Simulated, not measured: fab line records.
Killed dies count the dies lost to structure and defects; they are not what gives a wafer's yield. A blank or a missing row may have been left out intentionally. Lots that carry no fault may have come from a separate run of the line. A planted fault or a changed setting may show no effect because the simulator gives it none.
The tool behind it: which one? || flow n5Finfet || route of 1938 steps, sampled at 1 step: 7 lots, 21 wafers

== WHAT THE GAUGES READ, wafer by wafer ==
N5_BEOL_M7_CD_MEAS_35: the cd target is 40 nm.
{"lot": "L618", "measured": "day 9 15:49", "on": "cdSem-02", "cdNm (nm)": "39.0 39.4 41.2"}
{"lot": "L624", "measured": "day 11 07:59", "on": "cdSem-03", "cdNm (nm)": "38.7 38.2 39.6"}
{"lot": "L626", "measured": "day 12 03:17", "on": "cdSem-02", "cdNm (nm)": "41.2 41.5 41.3"}
{"lot": "L629", "measured": "day 12 21:28", "on": "cdSem-03", "cdNm (nm)": "39.1 39.1 38.7"}
{"lot": "L632", "measured": "day 13 02:00", "on": "cdSem-03", "cdNm (nm)": "38.7 39.7 39.2"}
{"lot": "L636", "measured": "day 14 09:49", "on": "cdSem-01", "cdNm (nm)": "38.5 40.2 40.0"}
{"lot": "L637", "measured": "day 14 16:43", "on": "cdSem-02", "cdNm (nm)": "39.7 39.7 39.7"}

== EACH LOT AND THE TOOL THAT RAN IT (in order: tool; ch and the chambers of the sampled wafers; start) ==
No process step before these readings appears in the record.

== THE ANSWER, worked out from the rows above alone ==
Rule: the lots themselves supply what counts as usual. The widest of any qualifying gaps counts: lots, ordered by their means at a reading, are off when they make up no more than a third of the lots, leave a main group of 4 or more, and stand apart from it by 3 or more times the standard deviation of that group's means. Not used: any main group whose means are identical at the precision the tables above print for the reading. Also off: a lot with no number at a reading for which 4 or more lots have one. The other lots that the step has rows for count as sound.
Off, at N5_BEOL_M7_CD_MEAS_35 on cdNm: L626. The main group has a mean of 39.4 nm with a standard deviation of 0.38.
A tool fits if, at a process step before that reading, it ran every lot that is off, and no sound lot after the first of them. Gauges at N5_BEOL_M7_CD_MEAS_35: tried the same way as those tools. None of those tried fits.

== WHAT HAD BEEN PUT IN BY THE SIMULATOR ==
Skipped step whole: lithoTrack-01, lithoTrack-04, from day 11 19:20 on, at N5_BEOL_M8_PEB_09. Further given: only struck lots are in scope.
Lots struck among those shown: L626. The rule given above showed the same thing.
